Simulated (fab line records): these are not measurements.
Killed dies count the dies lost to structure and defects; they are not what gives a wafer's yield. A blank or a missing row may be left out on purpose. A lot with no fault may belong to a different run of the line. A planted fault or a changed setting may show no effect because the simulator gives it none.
fab line records | flow nandHarc
[record] lots = 11 | wafers = 32 | lastDay = 34
route steps=1302 shown A_CONTACT@1050 END@1302
lots that met no fault: from a run of the same line without faults
startH: start of the lot's first displayed wafer, in hours after the record's first day | waitH: time in hours since the lot's previous step | " repeats the value in the row above | L1.1+2: several wafers, shown together as one row | - no value, or no start given | * or withheld: withheld | < > ~ a bound
route shown NAME@n: NAME is a module with steps in the file, n the number in the route of the first one | usual: mean/standard deviation taken from wafers without a fault | same: alike in all rows | chamber/n: place in a boat | sites: per-site readings | _std_site: standard deviation of those values | _edge_site: outer sites' mean less inner sites' | radiusMm: how far each site lies from the wafer's centre | mask NAME#n: copy n | behind: the most recent tool/chamber to have shaped the wafer | hold: why the lot was held/for how many hours/how that ended | device: transistor that didn't switch, given as n, p or np | end of line: at the end of the route, the tests of the same wafers | a step given without rows: its recipe and nothing more | killed: not the wafer's yield, but the dies lost to structure and defects at the first sort | map: a wafer's dies, marking killed ones x, the rest . and places with no die _
set.NAME: the run value of the setting; set.NAME@STEP: its run value at that earlier step | model.NAME: the simulator's own value behind a step, which no gauge read
a sample of lots followed through the steps of the route, with each step as a table and each wafer as a row
services: a tool's chamber out of use, with start hour (startH, from the record's first day; less than 0 if before it), hours out, and reason
[[steps]]
[step NHARC_A_CONTACT_ETCH_127]
[recipe] sourceW = withheld | pressureMtorr = 20 | biasV = 3000 | timeS = 197 | targetDepthA = 19180 | arFlowSccm = withheld | c4f8FlowSccm = withheld | o2FlowSccm = withheld | chemistry = C4F8/O2/Ar
[usual] runLengthS = 197/0
lot.wafer | tool          | chamber | startH | waitH | rfHoursCounterH | runLengthS
L176.3    | harCapEtch-02 | 0       | 551.91 | 0.1   | -               | 197
L176.6    | "             | 1       | "      | "     | -               | 197
L176.5    | "             | 0       | "      | "     | -               | 197
L177.2    | harCapEtch-02 | 0       | 555.44 | 0.1   | 90              | 197
L177.4    | "             | 1       | "      | "     | -               | 197
L177.5    | "             | 0       | "      | "     | -               | 197
L178.4    | harCapEtch-03 | 1       | 570.36 | 0.1   | -               | 197
L178.5    | "             | 0       | "      | "     | -               | 197
L178.6    | "             | 1       | "      | "     | -               | 197
L185.2    | harCapEtch-01 | 0       | 628.51 | 0.1   | 24              | 197
L185.1    | "             | 1       | "      | "     | 24              | 197
L187.2    | harCapEtch-03 | 0       | 649.90 | 0.2   | 69              | 197
L187.4    | "             | 1       | "      | "     | -               | 197
L187.6    | "             | 0       | "      | "     | -               | 197
L186.1    | harCapEtch-01 | 0       | 651.80 | 0.1   | 28              | 197
L186.6    | "             | 0       | "      | "     | -               | 197
L186.5    | "             | 1       | "      | "     | -               | 197
L191.1    | harCapEtch-02 | 0       | 698.30 | 0.1   | 114             | 197
L191.2    | "             | 1       | "      | "     | 114             | 197
L191.4    | "             | 1       | "      | "     | -               | 197
L192.1    | harCapEtch-01 | 1       | 700.42 | 0.1   | 35              | 197
L192.2    | "             | 0       | "      | "     | 35              | 197
L192.5    | "             | 1       | "      | "     | -               | 197
L193.3    | harCapEtch-03 | 1       | 726.82 | 0.2   | -               | 197
L193.4    | "             | 0       | "      | "     | -               | 197
L193.6    | "             | 1       | "      | "     | -               | 197
L195.2    | harCapEtch-02 | 1       | 731.79 | 0.1   | 120             | 197
L195.6    | "             | 0       | "      | "     | -               | 197
L195.5    | "             | 1       | "      | "     | -               | 197
L194.1    | harCapEtch-01 | 1       | 750.00 | 0.1   | 43              | 197
L194.2    | "             | 0       | "      | "     | 43              | 197
L194.6    | "             | 0       | "      | "     | -               | 197
[step NHARC_A_CONTACT_ETCH_91]
[recipe] targetDepthA = 400 | overEtchFrac = 0.5 | timeS = 85.7 | ionEnergyEv = 120 | ch3fFlowSccm = 50 | o2FlowSccm = 30 | arFlowSccm = 200 | rfW = 500 | biasW = 100 | chemistry = CH3F/O2
[usual] drypumpMotorCurrentA = 5.7/0.44 | oesProductAu = 0.94/0.032 | rfVppV = 244.4/1.8 | runLengthS = 106.9/0.46 | showerheadPlenumPTorr = 2.47/0.11 | throttleValvePct = 20.663/0.009
lot.wafer | tool       | chamber | startH | waitH | drypumpMotorCurrentA | oesProductAu | rfHoursCounterH | rfVppV | runLengthS | showerheadPlenumPTorr | throttleValvePct
L176.3    | rieDiel-03 | 2       | 553.69 | 0.5   | 6.2                  | 0.93         | 15              | 244.9  | 106.3      | 2.52                  | 20.657
L176.5    | "          | 0       | "      | "     | 5.6                  | 0.92         | -               | 243.2  | 107.2      | 2.34                  | 20.662
L176.6    | "          | 1       | "      | "     | 6.2                  | 0.94         | -               | 242.8  | 106.6      | 2.35                  | 20.661
L177.2    | rieDiel-02 | 1       | 557.33 | 0.8   | 5.2                  | 0.92         | 46              | 245.7  | 107.0      | 2.59                  | 20.677
L177.5    | "          | 3       | "      | "     | 5.2                  | 0.90         | -               | 246.0  | 107.5      | 2.60                  | 20.663
L177.4    | "          | 1       | "      | "     | 5.2                  | 0.92         | -               | 246.7  | 106.8      | 2.59                  | 20.659
L178.4    | rieDiel-03 | 2       | 572.14 | 0.5   | 6.2                  | 0.92         | 17              | 243.9  | 106.3      | 2.52                  | 20.674
L178.5    | "          | 1       | "      | "     | 6.2                  | 0.92         | -               | 242.8  | 106.5      | 2.35                  | 20.663
L178.6    | "          | 2       | "      | "     | 6.2                  | 0.92         | -               | 245.1  | 106.7      | 2.52                  | 20.656
L185.2    | rieDiel-03 | 3       | 630.40 | 0.7   | 5.9                  | 0.92         | 27              | 246.1  | 106.3      | 2.58                  | 20.668
L185.1    | "          | 0       | "      | "     | 5.6                  | 0.91         | 27              | 243.4  | 107.1      | 2.33                  | 20.666
L187.2    | rieDiel-03 | 3       | 652.23 | 0.8   | 5.9                  | 0.90         | 2               | 246.5  | 106.7      | 2.58                  | 20.661
L187.4    | "          | 0       | "      | "     | 5.5                  | 0.92         | 2               | 242.1  | 107.1      | 2.33                  | 20.657
L187.6    | "          | 2       | "      | "     | 6.2                  | 0.92         | -               | 243.5  | 106.4      | 2.51                  | 20.661
L186.1    | rieDiel-03 | 0       | 653.67 | 0.7   | 5.5                  | 0.92         | 2               | 242.7  | 107.4      | 2.33                  | 20.663
L186.5    | "          | 3       | "      | "     | 5.9                  | 0.90         | -               | 246.0  | 106.8      | 2.58                  | 20.656
L186.6    | "          | 0       | "      | "     | 5.6                  | 0.92         | -               | 242.3  | 107.1      | 2.33                  | 20.656
L191.2    | rieDiel-10 | 3       | 700.17 | 0.7   | 5.0                  | 1.00         | 30              | 242.7  | 107.2      | 2.33                  | 20.645
L191.1    | "          | 0       | "      | "     | 6.0                  | 1.00         | 26              | 246.7  | 106.9      | 2.60                  | 20.667
L191.4    | "          | 3       | "      | "     | 5.0                  | 0.99         | -               | 241.5  | 106.5      | 2.33                  | 20.676
L192.1    | rieDiel-02 | 3       | 702.27 | 0.7   | 5.2                  | 1.00         | 40              | 247.2  | 108.0      | 2.58                  | 20.664
L192.2    | "          | 0       | "      | "     | 5.2                  | 0.99         | 47              | 245.6  | 106.7      | 2.49                  | 20.643
L192.5    | "          | 3       | "      | "     | 5.2                  | 0.98         | -               | 246.7  | 107.9      | 2.58                  | 20.646
L193.3    | rieDiel-03 | 0       | 728.67 | 0.6   | 5.6                  | 0.90         | 15              | 243.5  | 107.0      | 2.32                  | 20.667
L193.4    | "          | 2       | "      | "     | 6.2                  | 0.92         | 14              | 244.8  | 106.5      | 2.51                  | 20.681
L193.6    | "          | 0       | "      | "     | 5.6                  | 0.91         | -               | 241.8  | 106.9      | 2.33                  | 20.677
L195.2    | rieDiel-02 | 0       | 733.64 | 0.7   | 5.2                  | 0.93         | 58              | 243.6  | 107.0      | 2.49                  | 20.649
L195.5    | "          | 1       | "      | "     | 5.2                  | 0.93         | -               | 244.5  | 107.2      | 2.57                  | 20.653
L195.6    | "          | 2       | "      | "     | 6.0                  | 0.92         | -               | 243.4  | 106.4      | 2.39                  | 20.680
L194.2    | rieDiel-03 | 3       | 752.05 | 0.8   | 5.9                  | 0.99         | 20              | 246.2  | 106.4      | 2.57                  | 20.676
L194.1    | "          | 0       | "      | "     | 5.6                  | 0.99         | 20              | 241.0  | 107.2      | 2.32                  | 20.658
L194.6    | "          | 3       | "      | "     | 5.9                  | 0.98         | -               | 243.9  | 106.5      | 2.57                  | 20.675
[step NHARC_A_CONTACT_ETCH_97]
[recipe] targetDepthA = 200 | overEtchFrac = 0.5 | timeS = 10 | ionEnergyEv = 250 | c4f6FlowSccm = 25 | o2FlowSccm = 20 | arFlowSccm = 500 | rfW = 600 | biasW = 500 | chemistry = C4F6/O2
[usual] c4f6FlowSccm = 24.99/0.076 | drypumpMotorCurrentA = 5.7/0.43 | oesProductAu = 0.956/0.026 | rfVppV = 547/3.7 | runLengthS = 31.0/0.41 | showerheadPlenumPTorr = 3.95/0.17 | throttleValvePct = 26.902/0.0094
lot.wafer | tool       | chamber | startH | waitH | c4f6FlowSccm | drypumpMotorCurrentA | oesProductAu | rfHoursCounterH | rfVppV | runLengthS | showerheadPlenumPTorr | throttleValvePct
L176.3    | rieDiel-03 | 0       | 553.80 | -     | 24.99        | 5.6                  | 0.939        | 15              | 542    | 31.3       | 3.74                  | 26.898
L176.6    | "          | 2       | "      | "     | 24.95        | 6.3                  | 0.937        | -               | 548    | 30.4       | 4.01                  | 26.893
L176.5    | "          | 3       | "      | "     | 24.94        | 5.9                  | 0.928        | -               | 551    | 30.7       | 4.11                  | 26.911
L177.2    | rieDiel-02 | 1       | 557.46 | 0.1   | 25.08        | 5.3                  | 0.940        | 46              | 552    | 30.9       | 4.13                  | 26.885
L177.4    | "          | 1       | "      | "     | 24.98        | 5.3                  | 0.942        | -               | 552    | 31.0       | 4.13                  | 26.899
L177.5    | "          | 3       | "      | "     | 25.06        | 5.3                  | 0.924        | -               | 552    | 31.3       | 4.13                  | 26.883
L178.4    | rieDiel-03 | 1       | 572.26 | -     | 25.03        | 6.2                  | 0.952        | 17              | 546    | 31.1       | 3.76                  | 26.896
L178.5    | "          | 1       | "      | "     | 24.92        | 6.2                  | 0.955        | -               | 545    | 30.6       | 3.76                  | 26.886
L178.6    | "          | 2       | "      | "     | 25.21        | 6.3                  | 0.951        | -               | 550    | 31.0       | 4.01                  | 26.909
L185.2    | rieDiel-03 | 2       | 630.51 | -     | 24.92        | 6.2                  | 0.950        | 28              | 548    | 26.5       | 4.00                  | 26.903
L185.1    | "          | 1       | "      | "     | 24.96        | 6.2                  | 0.960        | 28              | 543    | 26.7       | 3.76                  | 26.913
L187.2    | rieDiel-03 | 1       | 652.35 | -     | 24.88        | 6.2                  | 0.950        | 1               | 543    | 27.6       | 3.76                  | 26.917
L187.4    | "          | 2       | "      | "     | 24.85        | 6.2                  | 0.948        | 2               | 549    | 30.8       | 4.00                  | 26.894
L187.6    | "          | 0       | "      | "     | 24.99        | 5.6                  | 0.926        | -               | 543    | 31.1       | 3.73                  | 26.914
L186.1    | rieDiel-03 | 3       | 653.80 | -     | 25.01        | 5.9                  | 0.936        | 3               | 551    | 26.8       | 4.10                  | 26.892
L186.5    | "          | 3       | "      | "     | 25.03        | 5.9                  | 0.929        | -               | 549    | 30.4       | 4.10                  | 26.890
L186.6    | "          | 0       | "      | "     | 24.99        | 5.6                  | 0.948        | -               | 543    | 31.1       | 3.73                  | 26.881
L191.2    | rieDiel-10 | 1       | 700.31 | 0.1   | 25.12        | 6.0                  | 1.000        | 36              | 553    | 31.0       | 4.20                  | 26.902
L191.1    | "          | 3       | "      | "     | 24.92        | 5.0                  | 0.998        | 30              | 544    | 30.5       | 3.74                  | 26.910
L191.4    | "          | 1       | "      | "     | 24.99        | 5.9                  | 0.997        | -               | 552    | 31.5       | 4.20                  | 26.900
L192.1    | rieDiel-02 | 0       | 702.41 | -     | 25.01        | 5.3                  | 1.019        | 47              | 548    | 30.7       | 3.97                  | 26.913
L192.2    | "          | 3       | "      | "     | 25.07        | 5.3                  | 0.987        | 40              | 551    | 31.5       | 4.10                  | 26.910
L192.5    | "          | 1       | "      | "     | 25.03        | 5.2                  | 0.996        | -               | 550    | 30.7       | 4.09                  | 26.910
L193.4    | rieDiel-03 | 0       | 728.79 | -     | 25.08        | 5.6                  | 0.939        | 15              | 543    | 31.2       | 3.72                  | 26.891
L193.3    | "          | 3       | "      | "     | 24.91        | 5.9                  | 0.952        | 14              | 550    | 30.9       | 4.09                  | 26.915
L193.6    | "          | 1       | "      | "     | 24.90        | 6.2                  | 0.935        | -               | 543    | 30.7       | 3.75                  | 26.893
L195.2    | rieDiel-02 | 2       | 733.74 | -     | 25.04        | 6.0                  | 0.948        | 54              | 544    | 30.3       | 3.82                  | 26.891
L195.6    | "          | 2       | "      | "     | 24.95        | 6.0                  | 0.957        | -               | 545    | 30.5       | 3.82                  | 26.893
L195.5    | "          | 3       | "      | "     | 25.02        | 5.2                  | 0.934        | -               | 552    | 31.5       | 4.10                  | 26.899
L194.2    | rieDiel-03 | 0       | 752.20 | 0.1   | 24.90        | 5.5                  | 0.983        | 20              | 543    | 31.2       | 3.72                  | 26.907
L194.1    | "          | 2       | "      | "     | 25.01        | 6.3                  | 0.995        | 19              | 547    | 31.4       | 3.99                  | 26.913
L194.6    | "          | 3       | "      | "     | 25.14        | 5.9                  | 0.985        | -               | 550    | 31.3       | 4.09                  | 26.904
[step NHARC_A_CONTACT_STRIP_82]
[recipe] o2FlowSccm = 500 | arFlowSccm = 0 | biasW = 0 | chemistry = O2
[usual] drypumpMotorCurrentA = 5.8/0.42 | oesProductAu = 0.997/0.011 | rfVppV = 57.7/0.85 | showerheadPlenumPTorr = 3.54/0.15 | throttleValvePct = 17.036/0.0085
lot.wafer | tool       | chamber | startH | waitH | drypumpMotorCurrentA | oesProductAu | rfHoursCounterH | rfVppV | showerheadPlenumPTorr | throttleValvePct
L176.3    | rieDiel-03 | 2       | -      | -     | 6.2                  | 0.996        | 15              | 57.8   | 3.61                  | 17.035
L176.6    | "          | 1       | "      | "     | 6.2                  | 0.999        | -               | 57.4   | 3.38                  | 17.051
L176.5    | "          | 2       | "      | "     | 6.2                  | 1.007        | -               | 57.7   | 3.61                  | 17.040
L177.2    | rieDiel-02 | 1       | -      | -     | 5.3                  | 1.003        | 46              | 57.6   | 3.71                  | 17.044
L177.5    | "          | 3       | "      | "     | 5.3                  | 0.984        | -               | 58.3   | 3.72                  | 17.035
L177.4    | "          | 1       | "      | "     | 5.2                  | 0.999        | -               | 57.5   | 3.71                  | 17.048
L178.4    | rieDiel-03 | 3       | -      | -     | 5.9                  | 0.988        | 17              | 58.9   | 3.70                  | 17.036
L178.6    | "          | 1       | "      | "     | 6.2                  | 0.996        | -               | 57.8   | 3.38                  | 17.045
L178.5    | "          | 2       | "      | "     | 6.3                  | 1.000        | -               | 57.1   | 3.61                  | 17.032
L185.2    | rieDiel-03 | 2       | -      | -     | 6.2                  | 1.000        | 28              | 59.1   | 3.60                  | 17.041
L185.1    | "          | 0       | "      | "     | 5.6                  | 0.988        | 27              | 57.0   | 3.35                  | 17.026
L187.4    | rieDiel-03 | 2       | -      | -     | 6.2                  | 0.994        | 2               | 58.1   | 3.60                  | 17.040
L187.2    | "          | 0       | "      | "     | 5.6                  | 0.983        | 2               | 56.5   | 3.35                  | 17.034
L187.6    | "          | 3       | "      | "     | 5.9                  | 0.979        | -               | 57.5   | 3.69                  | 17.025
L186.1    | rieDiel-03 | 3       | -      | -     | 5.9                  | 0.978        | 3               | 58.4   | 3.69                  | 17.035
L186.5    | "          | 0       | "      | "     | 5.6                  | 0.991        | -               | 57.9   | 3.35                  | 17.043
L186.6    | "          | 1       | "      | "     | 6.2                  | 1.016        | -               | 57.7   | 3.37                  | 17.051
L191.2    | rieDiel-03 | 0       | -      | -     | 5.6                  | 0.976        | 10              | 56.4   | 3.35                  | 17.027
L191.1    | "          | 2       | "      | "     | 6.2                  | 0.998        | 10              | 57.4   | 3.60                  | 17.021
L191.4    | "          | 3       | "      | "     | 6.0                  | 0.981        | 11              | 59.8   | 3.69                  | 17.048
L192.2    | rieDiel-03 | 2       | -      | -     | 6.3                  | 0.998        | 11              | 57.0   | 3.60                  | 17.033
L192.1    | "          | 3       | "      | "     | 5.9                  | 0.990        | 12              | 57.8   | 3.69                  | 17.028
L192.5    | "          | 2       | "      | "     | 6.3                  | 0.998        | -               | 58.0   | 3.60                  | 17.042
L193.4    | rieDiel-03 | 0       | -      | -     | 5.6                  | 0.981        | 15              | 58.1   | 3.34                  | 17.027
L193.3    | "          | 1       | "      | "     | 6.2                  | 1.006        | 15              | 57.1   | 3.37                  | 17.029
L193.6    | "          | 3       | "      | "     | 5.9                  | 0.999        | -               | 57.3   | 3.68                  | 17.028
L195.2    | rieDiel-10 | 2       | -      | -     | 4.8                  | 1.014        | 41              | 56.3   | 3.35                  | 17.042
L195.5    | "          | 1       | "      | "     | 5.9                  | 0.996        | -               | 58.4   | 3.78                  | 17.030
L195.6    | "          | 2       | "      | "     | 4.8                  | 1.015        | -               | 58.7   | 3.35                  | 17.035
L194.2    | rieDiel-03 | 2       | -      | -     | 6.2                  | 1.002        | 19              | 58.8   | 3.59                  | 17.043
L194.1    | "          | 3       | "      | "     | 5.9                  | 0.994        | 20              | 59.0   | 3.68                  | 17.036
L194.6    | "          | 3       | "      | "     | 5.9                  | 0.979        | -               | 57.5   | 3.68                  | 17.036
[step NHARC_END_SORT_01]
[recipe] tempC = 25
[usual] killedAtArray = 57/18 | killedAtOther = 0.8/1 | killedAtPeriphery = 3.9/2.8 | killedDies = 62/18 | killedOpen = 3.4/1.8 | killedShort = 2.2/1.6
[same] grossDies = 677
lot.wafer | tool      | chamber | startH | waitH | killedAtArray | killedAtOther | killedAtPeriphery | killedDies | killedOpen | killedShort
L185.1    | prober-02 | 0       | 683.77 | 2.5   | 676           | 0             | 1                 | 677        | 2          | 1
L185.2    | prober-02 | 0       | 684.57 | 2.8   | 674           | 1             | 2                 | 677        | 4          | 2
L186.1    | prober-01 | 0       | 704.87 | 2.5   | 677           | 0             | 0                 | 677        | 3          | 1
L186.5    | prober-01 | 0       | 708.03 | 3.7   | 63            | 0             | 3                 | 66         | 4          | 0
L186.6    | prober-01 | 0       | 708.82 | 3.9   | 69            | 0             | 1                 | 70         | 3          | 3
L187.2    | prober-02 | 0       | 705.65 | 2.8   | 677           | 0             | 0                 | 677        | 4          | 5
L187.4    | prober-02 | 0       | 707.24 | 3.4   | 80            | 0             | 0                 | 80         | 5          | 1
L187.6    | prober-02 | 0       | 708.83 | 4.0   | 71            | 0             | 1                 | 72         | 3          | 1
// killed by level:class
L185.1 A_CONTACT:areaEtch=627 A_SLIT:chamberFilmFlake=24 A_CHANNEL_HOLE_D1:chamberFilmFlake=12 A_STAIRCASE:chamberFilmFlake=6 A_WL_FILL:chamberFilmFlake=3 A_CONTACT:chamberFilmFlake=2 P_M0:geometricParticle:open=1 A_ONON_D2:geometricParticle:short=1
L185.2 A_CONTACT:areaEtch=626 A_SLIT:chamberFilmFlake=35 A_CHANNEL_HOLE_D1:chamberFilmFlake=5 A_STAIRCASE:chamberFilmFlake=2 P_CONTACT:geometricParticle:open=1 P_M1:geometricParticle:open=1 A_SOURCE_PLATE:geometricParticle:short=1 A_CHANNEL_FILL_D2:geometricParticle:short=1
L186.1 A_CONTACT:areaEtch=603 A_CHANNEL_HOLE_D2:chamberFilmFlake=29 A_CHANNEL_HOLE_D1:chamberFilmFlake=29 A_CONTACT:chamberFilmFlake=7 A_SLIT:chamberFilmFlake=4 A_CHANNEL_FILL_D1:geometricParticle:open=2 A_CHANNEL_HOLE_D1:geometricParticle:short=1 A_M0:geometricParticle:open=1
L187.2 A_CONTACT:areaEtch=595 A_CHANNEL_HOLE_D1:chamberFilmFlake=33 A_SLIT:chamberFilmFlake=31 A_CONTACT:chamberFilmFlake=6 A_DECK1_JOINT:geometricParticle:short=2 A_ONON_D2:geometricParticle:open=2 A_CHANNEL_FILL_D2:chamberFilmFlake=2 A_CHANNEL_FILL_D1:geometricParticle:short=1
L187.4 A_CHANNEL_HOLE_D1:chamberFilmFlake=37 A_SLIT:chamberFilmFlake=25 A_CONTACT:chamberFilmFlake=8 A_CHANNEL_FILL_D1:geometricParticle:open=2 A_SOURCE_PLATE:geometricParticle:open=1 A_DECK1_JOINT:geometricParticle:open=1 A_CHANNEL_FILL_D2:geometricParticle:open=1 A_CONTACT:geometricParticle:short=1
L186.5 A_CHANNEL_HOLE_D1:chamberFilmFlake=34 A_CHANNEL_HOLE_D2:chamberFilmFlake=15 A_SLIT:chamberFilmFlake=4 A_CONTACT:chamberFilmFlake=3 P_ZERO_WELL:chamberFilmFlake=2 A_SGD_CUT:chamberFilmFlake=2 A_STAIRCASE:chamberFilmFlake=2 P_M0:geometricParticle:open=1
L186.6 A_CHANNEL_HOLE_D1:chamberFilmFlake=29 A_CHANNEL_HOLE_D2:chamberFilmFlake=20 A_SLIT:chamberFilmFlake=8 A_CONTACT:chamberFilmFlake=5 A_STAIRCASE:chamberFilmFlake=2 P_M1:geometricParticle:short=1 A_ONON_D1:geometricParticle:open=1 A_CHANNEL_FILL_D1:geometricParticle:short=1
L187.6 A_SLIT:chamberFilmFlake=33 A_CHANNEL_HOLE_D1:chamberFilmFlake=27 A_CONTACT:chamberFilmFlake=4 A_CHANNEL_FILL_D2:chamberFilmFlake=2 P_CONTACT:geometricParticle:open=1 A_CHANNEL_FILL_D2:geometricParticle:short=1 A_BLC:geometricParticle:open=1 A_M0:geometricParticle:open=1
[[services]]
tool          | chamber | startH | hours | kind
rieDiel-02    | 0       | 539.74 | 2.6   | repair
rieDiel-03    | 0       | 540.82 | -     | clean
rieDiel-03    | 1       | 540.82 | -     | clean
rieDiel-03    | 2       | 540.82 | -     | clean
rieDiel-03    | 3       | 540.82 | -     | clean
rieDiel-02    | 2       | 541.20 | 28.6  | repair
rieDiel-02    | -       | 559.32 | 0.6   | repair
rieDiel-03    | 0       | 565.32 | -     | clean
rieDiel-03    | 1       | 565.32 | -     | clean
rieDiel-03    | 2       | 565.32 | -     | clean
rieDiel-03    | 3       | 565.32 | -     | clean
rieDiel-02    | -       | 571.69 | 9.0   | pm
rieDiel-10    | 3       | 581.32 | 4.8   | repair
rieDiel-02    | -       | 592.64 | 0.9   | repair
rieDiel-10    | -       | 597.51 | 9.0   | pm
rieDiel-10    | 2       | 615.70 | 9.7   | repair
rieDiel-03    | -       | 635.38 | 9.0   | pm
harCapEtch-01 | -       | 661.17 | 0.4   | repair
rieDiel-10    | 3       | 664.60 | 5.2   | repair
rieDiel-10    | 0       | 680.91 | 15.6  | repair
rieDiel-10    | 2       | 700.05 | 4.2   | repair
rieDiel-10    | 3       | 733.19 | 3.4   | repair
rieDiel-03    | 1       | 741.51 | 21.3  | repair
rieDiel-02    | -       | 748.69 | 9.0   | pm
[[key]]
[firstSign] step = NHARC_A_CONTACT_ETCH_97 | reading = runLengthS | direction = down | sigmas = 10 | usual = * | struck = *
[effect] step = NHARC_END_SORT_01 | reading = killedDies | direction = up | sigmas = 34 | usual = 62 | struck = 677
[moreKillsBornAt] NHARC_A_CONTACT_ETCH_97@rieDiel-03 = 2451
metAt NHARC_A_CONTACT_ETCH_97
struckLots L185,L186,L187
struckWafers L185.1,L185.2,L186.1,L187.2
laterRowsLeftOut L185.1,L185.2,L186.1,L187.2
testerLeftOut L185,L186,L187
notActingAt NHARC_A_CONTACT_ETCH_127,NHARC_A_CONTACT_ETCH_91,NHARC_A_CONTACT_STRIP_82
onsetBetween 572.26 630.51
[fault] kind = processParameterDrift | tool = rieDiel-03 | chamber = - | onsetH = 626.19 | steps = NHARC_A_CONTACT_ETCH_97 | channel = timeS | offset = * | shape = step | endH = 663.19 | scope = struckWafersOnly | actsIn = * | stated = *
// testerLeftOut: of these lots the tester's yield and bins aren't shown, on N5 and GAA mostly nor the transistor test; their killed dies are dies lost to structure and defects alone, not to doping, threshold or leakage, so they don't give the yield
// laterRowsLeftOut: the simulator's readings of these wafers behind a module that went badly wrong aren't trusted and aren't shown, but for the sort
